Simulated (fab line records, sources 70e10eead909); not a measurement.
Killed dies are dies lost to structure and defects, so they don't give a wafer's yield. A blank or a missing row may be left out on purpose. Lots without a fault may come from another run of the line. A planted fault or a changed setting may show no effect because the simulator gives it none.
Which tool did it? | flow nand_harc | 6 lots, 18 wafers sampled, at 3 steps of a route of 1159

WHAT THE GAUGES READ, wafer by wafer
NHARC_END_SORT_01.
lot  | measured     | on        | killed_at_periphery
L278 | day 21 00:12 | prober-01 | 4 4 4
L283 | day 21 23:13 | prober-02 | 6 6 7
L288 | day 22 15:31 | prober-02 | 637 637 637
L291 | day 24 05:20 | prober-02 | 640 637 627
L295 | day 24 11:31 | prober-02 | 2 2 2
L297 | day 24 19:19 | prober-02 | 1 5 3

WHICH TOOL RAN EACH LOT (tool, then ch and the chambers of the sampled wafers, then the start)
lot  | NHARC_P_GATE_ETCH_32            | NHARC_P_GATE_ALD_36
L278 | rie_si-04 ch 0,1,2, day 5 19:04 | ald_sin-04 ch 0,1,2, day 5 19:53
L283 | rie_si-02 ch 1,3, day 6 12:33   | ald_sin-01 ch 0,3, day 6 14:26
L288 | rie_si-02 ch 0,2,3, day 7 23:15 | ald_sin-04 ch 0,3, day 8 05:04
L291 | rie_si-02 ch 1,2, day 8 06:49   | ald_sin-02 ch 1,3, day 8 07:37
L295 | rie_si-02 ch 0,1,2, day 9 09:20 | ald_sin-02 ch 1,2,3, day 9 10:10
L297 | rie_si-02 ch 1,2,3, day 9 14:57 | ald_sin-04 ch 2,3, day 9 15:44
- NHARC_P_GATE_ETCH_32: etches the open film in HBr/Cl2, target depth 150 nm, time 100.1 s.
- NHARC_P_GATE_ALD_36: deposits SiNx, target thk 20 nm, pulse time 60 s, ald cycles 223.

THE ANSWER, worked out from the rows above alone
Rule: what is usual is taken from the lots themselves. Put in order of their means at a reading, lots are off if they are a third of the lots or fewer, leave a main group of 4 or more, and stand apart from it by a gap of 3 or more times the standard deviation of the main group's means; of several such gaps the widest counts. A main group whose means are all the same, to the digits that the tables above print for the reading, isn't used. A lot without any number at a reading at which 4 lots or more have one is off too. The other lots that the step has rows for count as sound.
Off: L288, L291, at NHARC_END_SORT_01 (killed_at_periphery). The main group: mean 3.8, standard deviation 1.6.
A tool fits if, at a process step before that reading, it ran every lot that is off, and no sound lot after the first of them. The gauges at NHARC_END_SORT_01 are tried like those tools. None of those tried fits.

WHAT THE SIMULATOR HAD PUT IN
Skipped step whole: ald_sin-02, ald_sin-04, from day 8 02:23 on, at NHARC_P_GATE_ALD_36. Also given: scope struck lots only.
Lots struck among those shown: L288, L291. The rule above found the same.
